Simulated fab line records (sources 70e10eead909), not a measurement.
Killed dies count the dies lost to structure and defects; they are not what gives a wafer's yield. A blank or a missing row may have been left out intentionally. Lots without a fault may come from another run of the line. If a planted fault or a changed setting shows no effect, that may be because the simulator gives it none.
Struck lot and sound lot, side by side	flow nandHarc	15 out of 1302 route steps
Sound: these wafers, L417.1, L417.2, L417.6. Struck: wafer L421.5. (L421.1, L421.6 of the same lot were not struck and are left out.) The cause comes at the end.
At each step with rows: each side's tool, then ch and its chambers, then its first start. Under that, the readings that differ: sound wafers	struck wafers	difference of the means	sigmas: that difference in standard deviations of wafers without a fault.
alike: a reading whose means differ by less than 2 such deviations, as well as words and numbers matching on both sides. not compared: withheld readings; readings where some wafer has no value; bounds like >300 that might hide an equal value; numbers whose values overlap and for which the record gives no deviation.
A row with sigmas, a row that says differs or no value, or rows on one side alone: a step with any of these is where the two part. Numbers that have no deviation but don't overlap get no sigmas and don't part them. A reading missing from all wafers of one side parts the sides only when that side holds two or more wafers.

first, 1 step without rows for these wafers: NHARC_A_ONON_D1_DEP_09 (target thk 1000 nm).
NHARC_A_ONON_D1_THK_MEAS_11: measures by ellipsometry.
  struck on filmMetro-01, day 10 09:31; sound on filmMetro-01, day 8 14:11
  alike: thkNm
then NHARC_A_ONON_D1_DEP_12 (target thk 1000 nm), 1 step lacking rows for these wafers.
NHARC_A_ONON_D1_THK_MEAS_14: measures by ellipsometry.
  struck on filmMetro-02, day 10 10:05; sound on filmMetro-02, day 8 14:45
reading	sound	struck	difference	sigmas
thkNm (nm)	1013 1012 1012	983	-29	-3
then, 2 steps without rows for these wafers: NHARC_A_ONON_D1_ANNEAL_15 (time 3600 s); NHARC_A_ONON_D1_DEP_16 (target thk 1000 nm).
NHARC_A_ONON_D1_THK_MEAS_18: measures by ellipsometry.
  struck on filmMetro-02, day 10 20:08; sound on filmMetro-02, day 9 00:11
  alike: thkNm
then NHARC_A_ONON_D1_DEP_19 (target thk 1000 nm), 1 step lacking rows for these wafers.
NHARC_A_ONON_D1_THK_MEAS_21: measures by ellipsometry.
  struck on filmMetro-02, day 10 20:43; sound on filmMetro-01, day 9 00:44
  alike: thkNm
then NHARC_A_ONON_D1_DEP_22 (target thk 1000 nm), 1 step lacking rows for these wafers.
NHARC_A_ONON_D1_THK_MEAS_24: measures by ellipsometry.
  struck on filmMetro-02, day 10 21:16; sound on filmMetro-01, day 9 01:19
reading	sound	struck	difference	sigmas
thkNm (nm)	1000 1000 998	1021	+22	+3
NHARC_A_ONON_D1_DEP_25: target thk 1000 nm.
  sound on pecvdOnon-04 ch 0, day 9 01:32; struck on pecvdOnon-04 ch 0, day 10 21:20
  alike: n2FlowSccm
NHARC_A_ONON_D1_THK_MEAS_27: measures by ellipsometry.
  struck on filmMetro-01, day 10 21:50; sound on filmMetro-01, day 9 02:03
reading	sound	struck	difference	sigmas
thkNm (nm)	1006 1005 1006	1354	+348	+32
then NHARC_A_ONON_D1_DEP_28 (target thk 1000 nm), 1 step lacking rows for these wafers.
-- the record jumps here: 16 days lie between the struck wafers' starts before and after (it left off in module A_ONON_D1 and takes up again in module END, whose first step shown is number 1302 of the route) --
NHARC_END_SORT_01:
  here the record holds rows for the struck wafers (prober-02 ch 0, day 26 10:29) but none for the sound ones

== WHERE THEY PART ==
Last at NHARC_END_SORT_01 as far as this record goes, first at NHARC_A_ONON_D1_THK_MEAS_14.

WHY: what had been put in by the simulator
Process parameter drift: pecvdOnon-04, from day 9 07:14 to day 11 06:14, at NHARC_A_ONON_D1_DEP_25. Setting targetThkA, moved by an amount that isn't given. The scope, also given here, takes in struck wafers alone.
